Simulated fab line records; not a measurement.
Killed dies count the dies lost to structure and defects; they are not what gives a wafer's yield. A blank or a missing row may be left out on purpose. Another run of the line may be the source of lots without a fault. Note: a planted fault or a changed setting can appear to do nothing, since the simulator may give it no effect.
Which tool was responsible? || flow n5Finfet || 8 lots with 24 wafers sampled at 5 steps, on a route of 1938 steps

WHAT THE GAUGES READ, wafer by wafer
N5_BEOL_M4_RC_MEAS_101.
{"lot": "L743", "measured": "day 8 04:57", "on": "prober-02", "DIBL_N (mV/V)": "34.9 34.1 35.3", "DIBL_P (mV/V)": "33.6 33.5 35.0", "IOFF_N (nA/um)": "0.130 0.120 0.145", "IOFF_N_85C (nA/um)": "2.6 2.5 2.9", "IOFF_N_LIN (nA/um)": "0.060 0.058 0.067", "IOFF_N_LONG (nA/um)": "5.68e-05 5.66e-05 5.7e-05", "IOFF_P (nA/um)": "0.184 0.181 0.213", "IOFF_P_85C (nA/um)": "3.3 3.3 3.7", "IOFF_P_LIN (nA/um)": "0.093 0.093 0.103", "IOFF_P_LONG (nA/um)": "0.000114 0.000118 0.000112", "ION_N (uA/um)": "652 660 664", "ION_P (uA/um)": "452 455 463", "SS_N (mV/dec)": "71.9 71.0 71.7", "SS_P (mV/dec)": "72.2 72.6 72.7", "VT_N (mV)": "256.1 254.3 251.9", "VT_N_LONG (mV)": "274.2 277.1 275.5", "VT_N_LVT (mV)": "102.1 102.6 99.1", "VT_P (mV)": "-249.7 -250.7 -250.3", "VT_P_LONG (mV)": "-274.0 -273.2 -270.0", "VT_P_LVT (mV)": "-100.2 -99.7 -97.8"}
{"lot": "L746", "measured": "day 9 06:42", "on": "prober-01", "DIBL_N (mV/V)": "36.1 36.0 35.6", "DIBL_P (mV/V)": "36.3 36.4 36.0", "IOFF_N (nA/um)": "0.168 0.163 0.172", "IOFF_N_85C (nA/um)": "3.3 3.2 3.3", "IOFF_N_LIN (nA/um)": "0.078 0.077 0.080", "IOFF_N_LONG (nA/um)": "5.57e-05 5.67e-05 5.68e-05", "IOFF_P (nA/um)": "0.217 0.207 0.213", "IOFF_P_85C (nA/um)": "3.7 3.6 3.6", "IOFF_P_LIN (nA/um)": "0.102 0.098 0.100", "IOFF_P_LONG (nA/um)": "0.000106 0.000106 0.000106", "ION_N (uA/um)": "675 676 673", "ION_P (uA/um)": "460 458 457", "SS_N (mV/dec)": "72.0 71.1 71.3", "SS_P (mV/dec)": "73.0 73.4 73.2", "VT_N (mV)": "247.6 250.3 248.9", "VT_N_LONG (mV)": "273.2 274.4 273.3", "VT_N_LVT (mV)": "95.5 95.0 94.8", "VT_P (mV)": "-250.3 -251.0 -250.2", "VT_P_LONG (mV)": "-276.5 -278.2 -276.2", "VT_P_LVT (mV)": "-97.0 -97.1 -97.1"}
{"lot": "L747", "measured": "day 8 23:53", "on": "prober-01", "DIBL_N (mV/V)": "32.8 35.5 35.6", "DIBL_P (mV/V)": "34.9 37.1 37.1", "IOFF_N (nA/um)": "0.126 0.165 0.161", "IOFF_N_85C (nA/um)": "2.5 3.1 3.1", "IOFF_N_LIN (nA/um)": "0.061 0.073 0.073", "IOFF_N_LONG (nA/um)": "5.23e-05 5.32e-05 5.4e-05", "IOFF_P (nA/um)": "0.168 0.200 0.208", "IOFF_P_85C (nA/um)": "3.0 3.5 3.7", "IOFF_P_LIN (nA/um)": "0.081 0.094 0.097", "IOFF_P_LONG (nA/um)": "0.0001 9.8e-05 9.9e-05", "ION_N (uA/um)": "663 671 668", "ION_P (uA/um)": "453 456 459", "SS_N (mV/dec)": "71.3 71.5 72.1", "SS_P (mV/dec)": "73.3 73.6 73.6", "VT_N (mV)": "254.2 250.1 251.3", "VT_N_LONG (mV)": "276.1 276.8 274.4", "VT_N_LVT (mV)": "102.4 100.9 101.9", "VT_P (mV)": "-257.0 -254.1 -250.2", "VT_P_LONG (mV)": "-278.8 -277.2 -278.9", "VT_P_LVT (mV)": "-103.7 -101.8 -100.7"}
{"lot": "L748", "measured": "day 9 10:04", "on": "prober-01", "DIBL_N (mV/V)": "34.1 35.3 36.0", "DIBL_P (mV/V)": "35.0 36.8 37.7", "IOFF_N (nA/um)": "0.128 0.150 0.161", "IOFF_N_85C (nA/um)": "2.6 3.0 3.2", "IOFF_N_LIN (nA/um)": "0.062 0.071 0.076", "IOFF_N_LONG (nA/um)": "5.43e-05 5.39e-05 5.41e-05", "IOFF_P (nA/um)": "0.162 0.179 0.186", "IOFF_P_85C (nA/um)": "2.9 3.2 3.4", "IOFF_P_LIN (nA/um)": "0.081 0.087 0.089", "IOFF_P_LONG (nA/um)": "9.7e-05 9.3e-05 9.3e-05", "ION_N (uA/um)": "660 674 676", "ION_P (uA/um)": "452 457 460", "SS_N (mV/dec)": "71.6 71.1 72.0", "SS_P (mV/dec)": "72.4 73.4 73.6", "VT_N (mV)": "252.3 249.7 251.4", "VT_N_LONG (mV)": "275.4 272.4 275.6", "VT_N_LVT (mV)": "100.9 98.6 96.8", "VT_P (mV)": "-254.1 -254.3 -253.0", "VT_P_LONG (mV)": "-279.0 -277.9 -279.3", "VT_P_LVT (mV)": "-101.5 -100.6 -99.6"}
{"lot": "L754", "measured": "day 11 05:29", "on": "prober-02", "DIBL_N (mV/V)": "36.2 35.2 37.1", "DIBL_P (mV/V)": "34.6 33.5 35.2", "IOFF_N (nA/um)": "0.138 0.123 0.146", "IOFF_N_85C (nA/um)": "2.8 2.5 2.9", "IOFF_N_LIN (nA/um)": "0.067 0.060 0.070", "IOFF_N_LONG (nA/um)": "5.54e-05 5.52e-05 5.57e-05", "IOFF_P (nA/um)": "0.180 0.166 0.188", "IOFF_P_85C (nA/um)": "3.2 3.0 3.3", "IOFF_P_LIN (nA/um)": "0.089 0.082 0.092", "IOFF_P_LONG (nA/um)": "0.0001 9.9e-05 0.000104", "ION_N (uA/um)": "671 666 672", "ION_P (uA/um)": "461 453 462", "SS_N (mV/dec)": "70.9 70.5 71.4", "SS_P (mV/dec)": "72.2 72.1 72.7", "VT_N (mV)": "249.2 253.1 251.4", "VT_N_LONG (mV)": "274.1 277.6 275.9", "VT_N_LVT (mV)": "99.6 100.6 98.8", "VT_P (mV)": "-253.5 -256.0 -252.9", "VT_P_LONG (mV)": "-273.7 -275.9 -274.8", "VT_P_LVT (mV)": "-100.8 -99.5 -99.3"}
{"lot": "L755", "measured": "day 11 08:53", "on": "prober-02", "DIBL_N (mV/V)": "36.8 36.6 38.6", "DIBL_P (mV/V)": "35.0 35.1 36.8", "IOFF_N (nA/um)": "0.145 0.154 0.183", "IOFF_N_85C (nA/um)": "2.9 3.0 3.5", "IOFF_N_LIN (nA/um)": "0.068 0.073 0.081", "IOFF_N_LONG (nA/um)": "5.51e-05 5.5e-05 5.56e-05", "IOFF_P (nA/um)": "0.215 0.227 0.245", "IOFF_P_85C (nA/um)": "3.7 3.8 4.1", "IOFF_P_LIN (nA/um)": "0.098 0.105 0.110", "IOFF_P_LONG (nA/um)": "0.000106 0.000108 0.000105", "ION_N (uA/um)": "666 675 684", "ION_P (uA/um)": "462 469 464", "SS_N (mV/dec)": "71.4 71.7 71.6", "SS_P (mV/dec)": "72.6 73.5 74.0", "VT_N (mV)": "251.2 250.8 248.2", "VT_N_LONG (mV)": "274.9 276.6 274.2", "VT_N_LVT (mV)": "101.7 100.8 98.7", "VT_P (mV)": "-248.6 -249.7 -249.9", "VT_P_LONG (mV)": "-275.1 -275.8 -274.8", "VT_P_LVT (mV)": "-100.5 -99.1 -98.3"}
{"lot": "L762", "measured": "day 12 22:28", "on": "prober-02", "DIBL_N (mV/V)": "39.1 38.5 37.6", "DIBL_P (mV/V)": "39.8 39.4 38.0", "IOFF_N (nA/um)": "0.037 0.195 0.187", "IOFF_N_85C (nA/um)": "0.9 3.8 3.6", "IOFF_N_LIN (nA/um)": "0.016 0.088 0.087", "IOFF_N_LONG (nA/um)": "2.34e-05 5.55e-05 5.58e-05", "IOFF_P (nA/um)": "0.415 0.250 0.231", "IOFF_P_85C (nA/um)": "6.5 4.2 4.0", "IOFF_P_LIN (nA/um)": "0.180 0.111 0.105", "IOFF_P_LONG (nA/um)": "0.000147 0.000104 0.000101", "ION_N (uA/um)": "573 685 686", "ION_P (uA/um)": "482 464 469", "SS_N (mV/dec)": "72.3 72.4 71.8", "SS_P (mV/dec)": "74.4 73.7 73.0", "VT_N (mV)": "291.7 248.6 243.6", "VT_N_LONG (mV)": "326.8 274.7 273.7", "VT_N_LVT (mV)": "144.6 97.4 96.3", "VT_P (mV)": "-237.4 -249.5 -249.3", "VT_P_LONG (mV)": "-258.4 -278.5 -277.1", "VT_P_LVT (mV)": "-85.8 -99.4 -99.2"}
{"lot": "L765", "measured": "day 13 23:38", "on": "prober-02", "DIBL_N (mV/V)": "35.6 34.9 33.5", "DIBL_P (mV/V)": "34.0 34.2 32.8", "IOFF_N (nA/um)": "0.141 0.131 0.113", "IOFF_N_85C (nA/um)": "2.8 2.7 2.4", "IOFF_N_LIN (nA/um)": "0.063 0.065 0.056", "IOFF_N_LONG (nA/um)": "5.45e-05 5.45e-05 5.33e-05", "IOFF_P (nA/um)": "0.186 0.198 0.168", "IOFF_P_85C (nA/um)": "3.3 3.4 3.0", "IOFF_P_LIN (nA/um)": "0.094 0.099 0.087", "IOFF_P_LONG (nA/um)": "0.000103 0.00011 0.000104", "ION_N (uA/um)": "649 668 654", "ION_P (uA/um)": "448 462 454", "SS_N (mV/dec)": "71.7 71.1 71.0", "SS_P (mV/dec)": "72.6 73.4 72.6", "VT_N (mV)": "255.4 250.9 256.9", "VT_N_LONG (mV)": "274.0 274.9 272.4", "VT_N_LVT (mV)": "102.8 102.8 104.9", "VT_P (mV)": "-253.7 -251.9 -252.6", "VT_P_LONG (mV)": "-277.3 -273.4 -276.4", "VT_P_LVT (mV)": "-100.4 -100.0 -101.9"}

EACH LOT AND THE TOOL THAT RAN IT (in order: tool; ch and the chambers of the sampled wafers; start)
{"lot": "L743", "N5_HKMG_FIN_STRIP_34": "rieDiel-05 ch 0,1,3, day 4 12:44", "N5_HKMG_FIN_NWFM_ALD_20": "aldMetal-04 ch 0,1,3, day 4 14:26", "N5_HKMG_FIN_STRIP_90": "rieDiel-06 ch 0,1,3, day 4 14:56", "N5_HKMG_FIN_ALD_21": "aldMetal-04 ch 0,1, day 4 15:37"}
{"lot": "L746", "N5_HKMG_FIN_STRIP_34": "rieDiel-02 ch 0,1,3, day 5 10:58", "N5_HKMG_FIN_NWFM_ALD_20": "aldMetal-04 ch 1,2,3, day 5 12:41", "N5_HKMG_FIN_STRIP_90": "rieDiel-05 ch 1,2, day 5 13:11", "N5_HKMG_FIN_ALD_21": "aldMetal-02 ch 1,3, day 5 13:53"}
{"lot": "L747", "N5_HKMG_FIN_STRIP_34": "rieDiel-02 ch 1,2,3, day 5 12:16", "N5_HKMG_FIN_NWFM_ALD_20": "aldMetal-01 ch 0,2,3, day 5 14:01", "N5_HKMG_FIN_STRIP_90": "rieDiel-05 ch 1,3, day 5 14:31", "N5_HKMG_FIN_ALD_21": "aldMetal-02 ch 0,1, day 5 15:12"}
{"lot": "L748", "N5_HKMG_FIN_STRIP_34": "rieDiel-02 ch 0,2,3, day 5 16:56", "N5_HKMG_FIN_NWFM_ALD_20": "aldMetal-02 ch 0,2,3, day 5 18:40", "N5_HKMG_FIN_STRIP_90": "rieDiel-05 ch 1,2,3, day 5 19:10", "N5_HKMG_FIN_ALD_21": "aldMetal-01 ch 0,1,2, day 5 19:51"}
{"lot": "L754", "N5_HKMG_FIN_STRIP_34": "rieDiel-05 ch 0,1,3, day 7 07:24", "N5_HKMG_FIN_NWFM_ALD_20": "aldMetal-01 ch 0,2,3, day 7 09:05", "N5_HKMG_FIN_STRIP_90": "rieDiel-05 ch 0,1,3, day 7 09:34", "N5_HKMG_FIN_ALD_21": "aldMetal-01 ch 0,1,3, day 7 10:23"}
{"lot": "L755", "N5_HKMG_FIN_STRIP_34": "rieDiel-02 ch 0,2,3, day 7 14:25", "N5_HKMG_FIN_NWFM_ALD_20": "aldMetal-02 ch 0,2, day 7 16:05", "N5_HKMG_FIN_STRIP_90": "rieDiel-05 ch 0,3, day 7 16:47", "N5_HKMG_FIN_ALD_21": "aldMetal-01 ch 0,3, day 7 17:31"}
{"lot": "L762", "N5_HKMG_FIN_STRIP_34": "rieDiel-05 ch 0,1,2, day 9 03:52", "N5_HKMG_FIN_NWFM_ALD_20": "aldMetal-01 ch 0,2,3, day 9 05:33", "N5_HKMG_FIN_STRIP_90": "rieDiel-06 ch 0,1,2, day 9 06:03", "N5_HKMG_FIN_ALD_21": "aldMetal-01 ch 0,2,3, day 9 06:44"}
{"lot": "L765", "N5_HKMG_FIN_STRIP_34": "rieDiel-06 ch 1,2,3, day 10 03:13", "N5_HKMG_FIN_NWFM_ALD_20": "aldMetal-02 ch 0,1,2, day 10 05:03", "N5_HKMG_FIN_STRIP_90": "rieDiel-05 ch 0,2,3, day 10 05:32", "N5_HKMG_FIN_ALD_21": "aldMetal-02 ch 0,1,2, day 10 06:16"}
- N5_HKMG_FIN_STRIP_34: strips in CF4.
- N5_HKMG_FIN_NWFM_ALD_20: deposits TiAlC, target thk 2 nm, pulse time 3 s, purge time 2 s.
- N5_HKMG_FIN_STRIP_90: strips SOC in N2/H2, time 20 s.
- N5_HKMG_FIN_ALD_21: deposits TiN, target thk 1.5 nm, pulse time 1 s, purge time 3 s.

WHAT THE TOOLS THEMSELVES READ (means of the sampled wafers that have a number; where no wafer has one, the mark that the record gives instead)
N5_HKMG_FIN_STRIP_34.
{"lot": "L743", "tool": "rieDiel-05", "drypumpMotorCurrentA (A)": 5.3, "oesProductAu (a.u.)": 0.76, "rfVppV (V)": 271.9, "showerheadPlenumPTorr (Torr)": 1.82, "throttleValvePct (%)": 13.67}
{"lot": "L746", "tool": "rieDiel-02", "drypumpMotorCurrentA (A)": 6.2, "oesProductAu (a.u.)": 0.76, "rfVppV (V)": 271.4, "showerheadPlenumPTorr (Torr)": 1.82, "throttleValvePct (%)": 13.45}
{"lot": "L747", "tool": "rieDiel-02", "drypumpMotorCurrentA (A)": 6.1, "oesProductAu (a.u.)": 0.75, "rfVppV (V)": 272.8, "showerheadPlenumPTorr (Torr)": 1.84, "throttleValvePct (%)": 13.50}
{"lot": "L748", "tool": "rieDiel-02", "drypumpMotorCurrentA (A)": 6.0, "oesProductAu (a.u.)": 0.73, "rfVppV (V)": 270.9, "showerheadPlenumPTorr (Torr)": 1.81, "throttleValvePct (%)": 13.52}
{"lot": "L754", "tool": "rieDiel-05", "drypumpMotorCurrentA (A)": 5.3, "oesProductAu (a.u.)": 0.81, "rfVppV (V)": 271.2, "showerheadPlenumPTorr (Torr)": 1.82, "throttleValvePct (%)": 13.54}
{"lot": "L755", "tool": "rieDiel-02", "drypumpMotorCurrentA (A)": 6.0, "oesProductAu (a.u.)": 0.72, "rfVppV (V)": 271.4, "showerheadPlenumPTorr (Torr)": 1.80, "throttleValvePct (%)": 13.55}
{"lot": "L762", "tool": "rieDiel-05", "drypumpMotorCurrentA (A)": 5.5, "oesProductAu (a.u.)": 0.86, "rfVppV (V)": 271.8, "showerheadPlenumPTorr (Torr)": 1.83, "throttleValvePct (%)": 13.44}
{"lot": "L765", "tool": "rieDiel-06", "drypumpMotorCurrentA (A)": 5.6, "oesProductAu (a.u.)": 0.83, "rfVppV (V)": 272.6, "showerheadPlenumPTorr (Torr)": 1.84, "throttleValvePct (%)": 13.67}

N5_HKMG_FIN_NWFM_ALD_20.
{"lot": "L743", "tool": "aldMetal-04", "heaterPowerOuterW (W)": 288, "heaterPowerW (W)": 533, "precursorPulseHeightRel": 0.999, "susceptorTempC (C)": 300.09}
{"lot": "L746", "tool": "aldMetal-04", "heaterPowerOuterW (W)": 286, "heaterPowerW (W)": 532, "precursorPulseHeightRel": 0.980, "susceptorTempC (C)": 300.12}
{"lot": "L747", "tool": "aldMetal-01", "heaterPowerOuterW (W)": 285, "heaterPowerW (W)": 493, "precursorPulseHeightRel": 0.991, "susceptorTempC (C)": 300.01}
{"lot": "L748", "tool": "aldMetal-02", "heaterPowerOuterW (W)": 259, "heaterPowerW (W)": 460, "precursorPulseHeightRel": 1.009, "susceptorTempC (C)": 300.01}
{"lot": "L754", "tool": "aldMetal-01", "heaterPowerOuterW (W)": 280, "heaterPowerW (W)": 499, "precursorPulseHeightRel": 1.002, "susceptorTempC (C)": 300.08}
{"lot": "L755", "tool": "aldMetal-02", "heaterPowerOuterW (W)": 270, "heaterPowerW (W)": 471, "precursorPulseHeightRel": 0.993, "susceptorTempC (C)": 300.07}
{"lot": "L762", "tool": "aldMetal-01", "heaterPowerOuterW (W)": 291, "heaterPowerW (W)": 496, "precursorPulseHeightRel": 0.986, "susceptorTempC (C)": 299.99}
{"lot": "L765", "tool": "aldMetal-02", "heaterPowerOuterW (W)": 268, "heaterPowerW (W)": 465, "precursorPulseHeightRel": 0.980, "susceptorTempC (C)": 300.01}

N5_HKMG_FIN_STRIP_90.
{"lot": "L743", "tool": "rieDiel-06", "drypumpMotorCurrentA (A)": 5.8, "n2FlowSccm (sccm)": 300.1, "oesProductAu (a.u.)": 0.79, "rfVppV (V)": 54.4, "showerheadPlenumPTorr (Torr)": 3.37, "throttleValvePct (%)": 19.5}
{"lot": "L746", "tool": "rieDiel-05", "drypumpMotorCurrentA (A)": 5.4, "n2FlowSccm (sccm)": 299.9, "oesProductAu (a.u.)": 0.73, "rfVppV (V)": 53.9, "showerheadPlenumPTorr (Torr)": 3.26, "throttleValvePct (%)": 19.1}
{"lot": "L747", "tool": "rieDiel-05", "drypumpMotorCurrentA (A)": 5.0, "n2FlowSccm (sccm)": 298.7, "oesProductAu (a.u.)": 0.76, "rfVppV (V)": 55.2, "showerheadPlenumPTorr (Torr)": 3.47, "throttleValvePct (%)": 19.2}
{"lot": "L748", "tool": "rieDiel-05", "drypumpMotorCurrentA (A)": 5.2, "n2FlowSccm (sccm)": 299.1, "oesProductAu (a.u.)": 0.74, "rfVppV (V)": 53.5, "showerheadPlenumPTorr (Torr)": 3.37, "throttleValvePct (%)": 19.1}
{"lot": "L754", "tool": "rieDiel-05", "drypumpMotorCurrentA (A)": 5.3, "n2FlowSccm (sccm)": 299.1, "oesProductAu (a.u.)": 0.82, "rfVppV (V)": 54.0, "showerheadPlenumPTorr (Torr)": 3.40, "throttleValvePct (%)": 19.1}
{"lot": "L755", "tool": "rieDiel-05", "drypumpMotorCurrentA (A)": 5.5, "n2FlowSccm (sccm)": 299.3, "oesProductAu (a.u.)": 0.85, "rfVppV (V)": 53.4, "showerheadPlenumPTorr (Torr)": 3.35, "throttleValvePct (%)": 19.0}
{"lot": "L762", "tool": "rieDiel-06", "drypumpMotorCurrentA (A)": 5.6, "n2FlowSccm (sccm)": 299.6, "oesProductAu (a.u.)": 0.78, "rfVppV (V)": 54.0, "showerheadPlenumPTorr (Torr)": 3.36, "throttleValvePct (%)": 19.6}
{"lot": "L765", "tool": "rieDiel-05", "drypumpMotorCurrentA (A)": 5.5, "n2FlowSccm (sccm)": 299.4, "oesProductAu (a.u.)": 0.81, "rfVppV (V)": 54.7, "showerheadPlenumPTorr (Torr)": 3.44, "throttleValvePct (%)": 18.9}

N5_HKMG_FIN_ALD_21.
{"lot": "L743", "tool": "aldMetal-04", "heaterPowerOuterW (W)": 542, "heaterPowerW (W)": 938, "precursorPulseHeightRel": 0.992, "susceptorTempC (C)": 400.12}
{"lot": "L746", "tool": "aldMetal-02", "heaterPowerOuterW (W)": 518, "heaterPowerW (W)": 822, "precursorPulseHeightRel": 1.008, "susceptorTempC (C)": 399.99}
{"lot": "L747", "tool": "aldMetal-02", "heaterPowerOuterW (W)": 522, "heaterPowerW (W)": 810, "precursorPulseHeightRel": 0.991, "susceptorTempC (C)": 399.69}
{"lot": "L748", "tool": "aldMetal-01", "heaterPowerOuterW (W)": 571, "heaterPowerW (W)": 922, "precursorPulseHeightRel": 1.008, "susceptorTempC (C)": 400.12}
{"lot": "L754", "tool": "aldMetal-01", "heaterPowerOuterW (W)": 559, "heaterPowerW (W)": 865, "precursorPulseHeightRel": 1.007, "susceptorTempC (C)": 399.89}
{"lot": "L755", "tool": "aldMetal-01", "heaterPowerOuterW (W)": 594, "heaterPowerW (W)": 928, "precursorPulseHeightRel": 0.996, "susceptorTempC (C)": 399.82}
{"lot": "L762", "tool": "aldMetal-01", "heaterPowerOuterW (W)": 564, "heaterPowerW (W)": 900, "precursorPulseHeightRel": 1.009, "susceptorTempC (C)": 400.06}
{"lot": "L765", "tool": "aldMetal-02", "heaterPowerOuterW (W)": 536, "heaterPowerW (W)": 846, "precursorPulseHeightRel": 1.008, "susceptorTempC (C)": 400.12}

THE ANSWER, worked out from the rows above alone
Rule: what is usual is taken from the lots themselves. The widest of any qualifying gaps counts: lots, ordered by their means at a reading, are off when they make up no more than a third of the lots, leave a main group of 4 or more, and stand apart from it by 3 or more times the standard deviation of that group's means. A main group whose means are all the same, to the digits that the tables above print for the reading, isn't used. Also off: a lot with no number at a reading for which 4 or more lots have one. Any other lot the step has rows for is counted as sound. The gauges are gone through in route order, then the tools' own readings, and for those a lot's mean is taken as printed above. The first step at which some lot is off is used, and at that step the reading that is off furthest; a lot without a number counts as furthest.
Off: at N5_BEOL_M4_RC_MEAS_101 (VT_N_LONG), L762. The main group: mean 274.9 mV, standard deviation 0.88.
A tool fits if, at a process step before that reading, it ran every lot that is off, and no sound lot after the first of them. The gauges at N5_BEOL_M4_RC_MEAS_101 aren't tried: what is off there is off at N5_HKMG_FIN_STRIP_90 too, on other tools, and a gauge's error can't cause that. Can't be told from this: 3 tools fit, rieDiel-05 at N5_HKMG_FIN_STRIP_34, aldMetal-01 at N5_HKMG_FIN_NWFM_ALD_20 and N5_HKMG_FIN_ALD_21, rieDiel-06 at N5_HKMG_FIN_STRIP_90.

WHAT THE SIMULATOR HAD INSERTED
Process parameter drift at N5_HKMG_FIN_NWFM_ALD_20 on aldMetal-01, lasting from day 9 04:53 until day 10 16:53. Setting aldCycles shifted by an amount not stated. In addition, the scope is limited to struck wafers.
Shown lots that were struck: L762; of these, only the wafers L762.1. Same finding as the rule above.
